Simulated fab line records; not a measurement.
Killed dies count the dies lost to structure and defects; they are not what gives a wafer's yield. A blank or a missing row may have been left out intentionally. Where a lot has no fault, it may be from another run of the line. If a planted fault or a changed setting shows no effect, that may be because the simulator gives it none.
Which tool did it? | flow nand harc | 24 lots, 72 wafers sampled, at 6 steps of a route of 1302

## WHAT THE GAUGES READ, wafer by wafer
NHARC_A_CHANNEL_HOLE_D1_CD_MEAS_30.
lot  | measured     | on        | cd nm (nm)
L074 | day 8 09:47  | cd sem-02 | 93.8 93.4 90.8
L075 | day 9 15:45  | cd sem-02 | 88.9 90.5 88.3
L076 | day 9 20:47  | cd sem-02 | 86.2 91.0 90.1
L077 | day 10 19:47 | cd sem-01 | 89.0 92.8 88.8
L078 | day 10 17:38 | cd sem-02 | 92.5 92.0 94.5
L079 | day 11 05:10 | cd sem-01 | 89.2 92.7 92.7
L080 | day 11 02:09 | cd sem-01 | 94.9 91.6 93.8
L081 | day 11 22:22 | cd sem-03 | 89.2 90.7 91.0
L082 | day 12 03:23 | cd sem-03 | 87.7 90.8 89.7
L083 | day 12 14:34 | cd sem-02 | 91.0 90.1 90.3
L084 | day 13 09:14 | cd sem-01 | 89.1 91.2 90.7
L085 | day 13 13:07 | cd sem-01 | 88.6 88.8 91.5
L086 | day 13 16:41 | cd sem-01 | 93.3 90.9 89.3
L087 | day 14 01:41 | cd sem-03 | 87.7 90.4 91.0
L088 | day 15 13:49 | cd sem-02 | 89.1 92.8 90.0
L089 | day 15 06:25 | cd sem-03 | 88.9 87.0 87.9
L090 | day 15 22:06 | cd sem-01 | 90.3 85.9 90.5
L091 | day 16 05:17 | cd sem-02 | 87.8 90.1 88.9
L092 | day 16 07:31 | cd sem-03 | 91.9 91.1 89.3
L093 | day 17 01:22 | cd sem-01 | 90.8 86.1 89.8
L094 | day 16 21:13 | cd sem-02 | 88.5 89.0 89.0
L095 | day 17 13:29 | cd sem-02 | 85.9 89.0 88.4
L096 | day 17 18:06 | cd sem-02 | 92.0 87.5 90.0
L097 | day 18 14:13 | cd sem-03 | 90.6 88.6 87.5

NHARC_A_CHANNEL_FILL_D1_INSPECT_13.
lot  | measured     | on                | raw defect count
L074 | day 10 07:14 | defect inspect-01 | 174 284 509
L075 | day 11 18:03 | defect inspect-02 | 368 168 270
L076 | day 11 23:22 | defect inspect-01 | 169 214 214
L077 | day 12 19:26 | defect inspect-02 | 301 569 381
L078 | day 12 19:27 | defect inspect-01 | 295 319 322
L079 | day 13 10:22 | defect inspect-02 | 213 291 325
L080 | day 13 03:08 | defect inspect-02 | 294 179 213
L081 | day 14 00:45 | defect inspect-02 | 267 233 318
L082 | day 14 07:57 | defect inspect-01 | 267 283 394
L083 | day 14 15:52 | defect inspect-01 | 230 452 253
L084 | day 15 11:47 | defect inspect-02 | 350 487 158
L085 | day 15 16:14 | defect inspect-01 | 382 387 323
L086 | day 16 00:59 | defect inspect-01 | 395 335 425
L087 | day 16 00:59 | defect inspect-02 | 326 269 577
L088 | day 17 14:11 | defect inspect-02 | 270 288 271
L089 | day 17 09:15 | defect inspect-02 | 339 401 357
L090 | day 17 23:49 | defect inspect-02 | 257 325 374
L091 | day 18 06:13 | defect inspect-01 | 170 262 190
L092 | day 18 06:13 | defect inspect-02 | 348 187 210
L093 | day 19 01:05 | defect inspect-02 | 212 392 495
L094 | day 19 01:05 | defect inspect-01 | 526 580 494
L095 | day 19 15:05 | defect inspect-01 | 197 231 220
L096 | day 19 21:36 | defect inspect-02 | 170 360 346
L097 | day 20 17:38 | defect inspect-01 | 225 139 144

## TOOL THAT RAN EACH LOT (tool first, then ch and the chambers of the sampled wafers, then the start)
lot  | NHARC_P_M2_ETCH_28                            | NHARC_P_BONDPAD_PVD_27                  | NHARC_A_ZERO_WELL_DESCUM_12        | NHARC_A_ZERO_WELL_ETCH_19
L074 | rie diel-04 ch 0,3, day 6 12:13 or earlier    | pvd sputter-03, day 6 12:13 or earlier  | rie diel-12 ch 0,1, day 6 12:13    | rie diel-12 ch 0,2, day 6 12:18
L075 | rie diel-11 ch 0,1,2, day 7 10:23 or earlier  | pvd sputter-02, day 7 10:23 or earlier  | rie diel-12 ch 0,1,3, day 7 10:23  | rie diel-12 ch 0,1,2, day 7 10:28
L076 | rie diel-04 ch 0,2,3, day 7 18:43 or earlier  | pvd sputter-02, day 7 18:43 or earlier  | rie diel-06 ch 1,2,3, day 7 18:43  | rie diel-06 ch 0,1,2, day 7 18:49
L077 | rie diel-04 ch 0,2,3, day 8 01:38 or earlier  | pvd sputter-03, day 8 01:38 or earlier  | rie diel-12 ch 1,2, day 8 01:38    | rie diel-12 ch 1,2, day 8 01:43
L078 | rie diel-11 ch 0,3, day 8 14:19 or earlier    | pvd sputter-03, day 8 14:19 or earlier  | rie diel-12 ch 1,3, day 8 14:19    | rie diel-12 ch 0,2, day 8 14:25
L079 | rie diel-11 ch 1,2,3, day 9 00:38 or earlier  | pvd sputter-01, day 9 00:38 or earlier  | rie diel-12 ch 0,1, day 9 00:38    | rie diel-12 ch 0,3, day 9 00:43
L080 | rie diel-11 ch 1,2, day 9 02:39 or earlier    | pvd sputter-01, day 9 02:39 or earlier  | rie diel-12 ch 0,3, day 9 02:39    | rie diel-12 ch 0,3, day 9 02:44
L081 | rie diel-11 ch 0,1,2, day 9 16:08 or earlier  | pvd sputter-01, day 9 16:08 or earlier  | rie diel-12 ch 0,1,2, day 9 16:08  | rie diel-12 ch 0,1,3, day 9 16:12
L082 | rie diel-04 ch 0,1,3, day 10 01:42 or earlier | pvd sputter-01, day 10 01:42 or earlier | rie diel-12 ch 0,2,3, day 10 01:42 | rie diel-12 ch 0,1,2, day 10 01:47
L083 | rie diel-10 ch 0,2, day 10 14:53 or earlier   | pvd sputter-02, day 10 14:53 or earlier | rie diel-12 ch 1,3, day 10 14:53   | rie diel-12 ch 1,2,3, day 10 14:58
L084 | rie diel-04 ch 0,1, day 11 01:40 or earlier   | pvd sputter-01, day 11 01:40 or earlier | rie diel-12 ch 1,2, day 11 01:40   | rie diel-12 ch 0,3, day 11 01:44
L085 | rie diel-10 ch 0,1,3, day 11 10:23 or earlier | pvd sputter-01, day 11 10:23 or earlier | rie diel-12 ch 0,2, day 11 10:23   | rie diel-12 ch 1,2,3, day 11 10:28
L086 | rie diel-04 ch 0,2,3, day 11 14:07 or earlier | pvd sputter-02, day 11 14:07 or earlier | rie diel-06 ch 0,2,3, day 11 14:07 | rie diel-06 ch 0,1,3, day 11 14:13
L087 | rie diel-10 ch 0,1,3, day 12 04:49 or earlier | pvd sputter-01, day 12 04:49 or earlier | rie diel-02 ch 0,2, day 12 04:49   | rie diel-02 ch 0,1,3, day 12 04:54
L088 | rie diel-10 ch 1,2,3, day 13 02:59 or earlier | pvd sputter-03, day 13 02:59 or earlier | rie diel-12 ch 0,1,3, day 13 02:59 | rie diel-12 ch 0,1,2, day 13 03:04
L089 | rie diel-04 ch 2,3, day 13 03:47 or earlier   | pvd sputter-03, day 13 03:47 or earlier | rie diel-12 ch 1,2, day 13 03:47   | rie diel-12 ch 0,3, day 13 03:52
L090 | rie diel-11 ch 0,2,3, day 13 21:27 or earlier | pvd sputter-03, day 13 21:27 or earlier | rie diel-12 ch 1,2, day 13 21:27   | rie diel-12 ch 1,2,3, day 13 21:34
L091 | rie diel-04 ch 0,3, day 14 03:00 or earlier   | pvd sputter-01, day 14 03:00 or earlier | rie diel-12 ch 0,1,3, day 14 03:00 | rie diel-12 ch 0,2,3, day 14 03:05
L092 | rie diel-10 ch 0,1,3, day 14 03:39 or earlier | pvd sputter-02, day 14 03:39 or earlier | rie diel-12 ch 1,2, day 14 03:39   | rie diel-12 ch 1,2, day 14 03:44
L093 | rie diel-10 ch 0,3, day 14 21:24 or earlier   | pvd sputter-03, day 14 21:24 or earlier | rie diel-02 ch 0,2,3, day 14 21:24 | rie diel-02 ch 1,2, day 14 21:28
L094 | rie diel-11 ch 0,2,3, day 14 21:48 or earlier | pvd sputter-02, day 14 21:48 or earlier | rie diel-06 ch 2,3, day 14 21:48   | rie diel-06 ch 0,1,2, day 14 21:53
L095 | rie diel-11 ch 0,2, day 15 07:38 or earlier   | pvd sputter-03, day 15 07:38 or earlier | rie diel-12 ch 0,1,2, day 15 07:38 | rie diel-12 ch 1,2,3, day 15 07:43
L096 | rie diel-11 ch 2,3, day 15 17:49 or earlier   | pvd sputter-02, day 15 17:49 or earlier | rie diel-12 ch 0,2,3, day 15 17:49 | rie diel-12 ch 1,3, day 15 17:54
L097 | rie diel-10 ch 0,2,3, day 16 12:43 or earlier | pvd sputter-02, day 16 12:43 or earlier | rie diel-12 ch 0,1,2, day 16 12:43 | rie diel-12 ch 0,1,3, day 16 12:47
- NHARC_P_M2_ETCH_28: etches the open film in CF4/N2, target depth 30 nm, time 72.99 s.
- NHARC_P_BONDPAD_PVD_27: deposits Cu, target thk 30 nm, time 20.49 s.
- NHARC_A_ZERO_WELL_DESCUM_12: chemistry O2, time 3 s.
- NHARC_A_ZERO_WELL_ETCH_19: etches the open film in N2/H2, target depth 80 nm, overetch 24 nm, time 87.88 s.

## WHAT THE TOOLS THEMSELVES READ (means of the sampled wafers that have a number; where no wafer has one, the mark that the record gives instead)
NHARC_P_M2_ETCH_28.
lot  | tool        | bias w (W) | drypump motor current A (A) | oes product au (a.u.) | rf vpp V (V) | showerhead plenum p Torr (Torr) | throttle valve pct (%)
L074 | rie diel-04 | 100.2      | 6.0                         | 1.022                 | 317.7        | 2.80                            | 19.791
L075 | rie diel-11 | 100.2      | 5.7                         | 0.991                 | 314.7        | 2.65                            | 19.794
L076 | rie diel-04 | 100.0      | 5.8                         | 1.012                 | 316.1        | 2.79                            | 19.798
L077 | rie diel-04 | 99.7       | 5.8                         | 1.015                 | 317.2        | 2.79                            | 19.791
L078 | rie diel-11 | 100.2      | 5.6                         | 0.987                 | 314.5        | 2.70                            | 19.800
L079 | rie diel-11 | 99.9       | 5.7                         | 1.004                 | 316.0        | 2.69                            | 19.795
L080 | rie diel-11 | 99.7       | 6.1                         | 0.997                 | 313.9        | 2.62                            | 19.789
L081 | rie diel-11 | 100.0      | 5.7                         | 1.000                 | 314.8        | 2.64                            | 19.793
L082 | rie diel-04 | 100.2      | 5.5                         | 1.003                 | 317.2        | 2.80                            | 19.787
L083 | rie diel-10 | 100.1      | 5.7                         | 0.996                 | 314.0        | 2.59                            | 19.790
L084 | rie diel-04 | 99.8       | 5.2                         | 0.999                 | 317.2        | 2.81                            | 19.798
L085 | rie diel-10 | 100.1      | 5.8                         | 0.992                 | 314.7        | 2.68                            | 19.793
L086 | rie diel-04 | 100.1      | 5.8                         | 0.993                 | 316.7        | 2.79                            | 19.794
L087 | rie diel-10 | 99.7       | 5.8                         | 0.995                 | 314.6        | 2.68                            | 19.799
L088 | rie diel-10 | 100.0      | 5.8                         | 0.989                 | 314.9        | 2.63                            | 19.795
L089 | rie diel-04 | 99.6       | 6.0                         | 1.002                 | 316.7        | 2.77                            | 19.802
L090 | rie diel-11 | 100.1      | 5.9                         | 1.010                 | 315.0        | 2.67                            | 19.780
L091 | rie diel-04 | 100.1      | 5.7                         | 1.010                 | 318.0        | 2.80                            | 19.793
L092 | rie diel-10 | 100.3      | 5.8                         | 0.996                 | 314.7        | 2.68                            | 19.789
L093 | rie diel-10 | 100.0      | 5.9                         | 1.007                 | 315.9        | 2.71                            | 19.795
L094 | rie diel-11 | 99.9       | 5.9                         | 1.003                 | 315.9        | 2.67                            | 19.793
L095 | rie diel-11 | 99.6       | 6.0                         | 0.998                 | 313.8        | 2.62                            | 19.797
L096 | rie diel-11 | 100.3      | 6.2                         | 0.993                 | 314.4        | 2.64                            | 19.795
L097 | rie diel-10 | 100.2      | 5.9                         | 1.007                 | 314.8        | 2.66                            | 19.792

NHARC_P_BONDPAD_PVD_27.
lot  | tool           | throttle valve pct (%)
L074 | pvd sputter-03 | 29.7
L075 | pvd sputter-02 | 31.0
L076 | pvd sputter-02 | 31.0
L077 | pvd sputter-03 | 29.5
L078 | pvd sputter-03 | 30.0
L079 | pvd sputter-01 | 30.0
L080 | pvd sputter-01 | 29.7
L081 | pvd sputter-01 | 30.2
L082 | pvd sputter-01 | 30.1
L083 | pvd sputter-02 | 30.7
L084 | pvd sputter-01 | 30.3
L085 | pvd sputter-01 | 30.0
L086 | pvd sputter-02 | 30.9
L087 | pvd sputter-01 | 30.4
L088 | pvd sputter-03 | 29.9
L089 | pvd sputter-03 | 29.3
L090 | pvd sputter-03 | 29.9
L091 | pvd sputter-01 | 29.6
L092 | pvd sputter-02 | 32.2
L093 | pvd sputter-03 | 29.2
L094 | pvd sputter-02 | 30.0
L095 | pvd sputter-03 | 29.8
L096 | pvd sputter-02 | 30.5
L097 | pvd sputter-02 | 30.7

NHARC_A_ZERO_WELL_DESCUM_12.
lot  | tool        | drypump motor current A (A) | oes product au (a.u.) | rf vpp V (V) | showerhead plenum p Torr (Torr) | throttle valve pct (%)
L074 | rie diel-12 | 5.8                         | 1.005                 | 58.1         | 1.98                            | 11.306
L075 | rie diel-12 | 5.8                         | 1.000                 | 58.5         | 1.99                            | 11.307
L076 | rie diel-06 | 5.3                         | 0.989                 | 57.4         | 1.87                            | 11.319
L077 | rie diel-12 | 5.3                         | 1.007                 | 58.1         | 1.88                            | 11.306
L078 | rie diel-12 | 5.7                         | 0.999                 | 58.4         | 2.06                            | 11.307
L079 | rie diel-12 | 6.0                         | 0.995                 | 58.1         | 1.92                            | 11.314
L080 | rie diel-12 | 6.0                         | 0.999                 | 57.5         | 1.93                            | 11.312
L081 | rie diel-12 | 5.6                         | 1.006                 | 57.7         | 1.90                            | 11.315
L082 | rie diel-12 | 5.7                         | 1.009                 | 57.2         | 1.91                            | 11.316
L083 | rie diel-12 | 5.6                         | 1.006                 | 58.8         | 2.05                            | 11.308
L084 | rie diel-12 | 5.3                         | 1.012                 | 58.2         | 1.88                            | 11.304
L085 | rie diel-12 | 5.8                         | 1.015                 | 57.5         | 1.84                            | 11.307
L086 | rie diel-06 | 5.6                         | 0.997                 | 56.6         | 1.85                            | 11.301
L087 | rie diel-02 | 5.9                         | 1.009                 | 58.1         | 1.92                            | 11.316
L088 | rie diel-12 | 5.8                         | 0.992                 | 58.7         | 1.99                            | 11.310
L089 | rie diel-12 | 5.4                         | 0.990                 | 58.0         | 1.95                            | 11.308
L090 | rie diel-12 | 5.3                         | 1.004                 | 56.6         | 1.88                            | 11.307
L091 | rie diel-12 | 5.8                         | 0.986                 | 57.8         | 1.99                            | 11.304
L092 | rie diel-12 | 5.4                         | 0.996                 | 58.0         | 1.95                            | 11.309
L093 | rie diel-02 | 6.1                         | 1.009                 | 58.8         | 1.99                            | 11.304
L094 | rie diel-06 | 5.3                         | 1.006                 | 57.7         | 1.87                            | 11.308
L095 | rie diel-12 | 5.6                         | 0.987                 | 57.8         | 1.90                            | 11.316
L096 | rie diel-12 | 5.7                         | 1.006                 | 58.5         | 1.91                            | 11.315
L097 | rie diel-12 | 5.6                         | 0.990                 | 57.7         | 1.90                            | 11.310

NHARC_A_ZERO_WELL_ETCH_19.
lot  | tool        | bias w (W) | drypump motor current A (A) | oes product au (a.u.) | rf vpp V (V) | showerhead plenum p Torr (Torr) | throttle valve pct (%)
L074 | rie diel-12 | 149.2      | 5.8                         | 1.007                 | 428          | 1.96                            | 14.173
L075 | rie diel-12 | 149.8      | 5.6                         | 1.002                 | 430          | 2.02                            | 14.167
L076 | rie diel-06 | 150.3      | 5.6                         | 0.987                 | 428          | 1.97                            | 14.179
L077 | rie diel-12 | 149.7      | 5.3                         | 1.000                 | 430          | 2.00                            | 14.165
L078 | rie diel-12 | 150.0      | 5.8                         | 1.008                 | 427          | 1.96                            | 14.167
L079 | rie diel-12 | 149.3      | 6.0                         | 1.006                 | 431          | 2.06                            | 14.173
L080 | rie diel-12 | 149.3      | 5.8                         | 1.007                 | 433          | 2.13                            | 14.164
L081 | rie diel-12 | 150.1      | 5.8                         | 1.003                 | 432          | 2.12                            | 14.174
L082 | rie diel-12 | 149.7      | 5.7                         | 0.996                 | 430          | 2.02                            | 14.176
L083 | rie diel-12 | 150.1      | 5.5                         | 0.999                 | 432          | 2.10                            | 14.171
L084 | rie diel-12 | 150.0      | 6.0                         | 1.014                 | 432          | 2.06                            | 14.173
L085 | rie diel-12 | 149.9      | 5.5                         | 1.002                 | 432          | 2.10                            | 14.171
L086 | rie diel-06 | 150.2      | 5.4                         | 0.998                 | 427          | 1.94                            | 14.174
L087 | rie diel-02 | 150.4      | 6.1                         | 1.007                 | 433          | 2.15                            | 14.176
L088 | rie diel-12 | 150.2      | 5.7                         | 1.008                 | 430          | 2.02                            | 14.176
L089 | rie diel-12 | 149.9      | 6.0                         | 0.996                 | 431          | 2.06                            | 14.185
L090 | rie diel-12 | 149.8      | 5.5                         | 0.999                 | 431          | 2.10                            | 14.171
L091 | rie diel-12 | 150.0      | 5.7                         | 0.998                 | 430          | 2.04                            | 14.174
L092 | rie diel-12 | 149.9      | 5.4                         | 0.993                 | 432          | 2.09                            | 14.179
L093 | rie diel-02 | 149.8      | 6.1                         | 1.021                 | 430          | 2.03                            | 14.170
L094 | rie diel-06 | 150.5      | 5.6                         | 1.010                 | 428          | 1.96                            | 14.168
L095 | rie diel-12 | 150.8      | 5.5                         | 0.996                 | 433          | 2.10                            | 14.184
L096 | rie diel-12 | 150.1      | 5.7                         | 0.987                 | 435          | 2.20                            | 14.173
L097 | rie diel-12 | 150.3      | 5.8                         | 0.987                 | 432          | 2.12                            | 14.174

## THE ANSWER, worked out from the rows above alone
Rule: the usual values come from the lots themselves. Put in order of their means at a reading, lots are off if they are a third of the lots or fewer, leave a main group of 4 or more, and stand apart from it by a gap of 3 or more times the standard deviation of the main group's means; of several such gaps the widest counts. A main group whose means are all the same, to the digits that the tables above print for the reading, isn't used. A lot without any number at a reading at which 4 lots or more have one is off too. All remaining lots with rows at the step are treated as sound. The gauges are gone through in route order, then the tools' own readings, and for those a lot's mean is taken as printed above. The first step at which some lot is off is used, and at that step the reading that is off furthest; a lot without a number counts as furthest.
Nothing can be told from this: no lot is off at any reading shown.

## WHAT WAS PUT IN BY THE SIMULATOR
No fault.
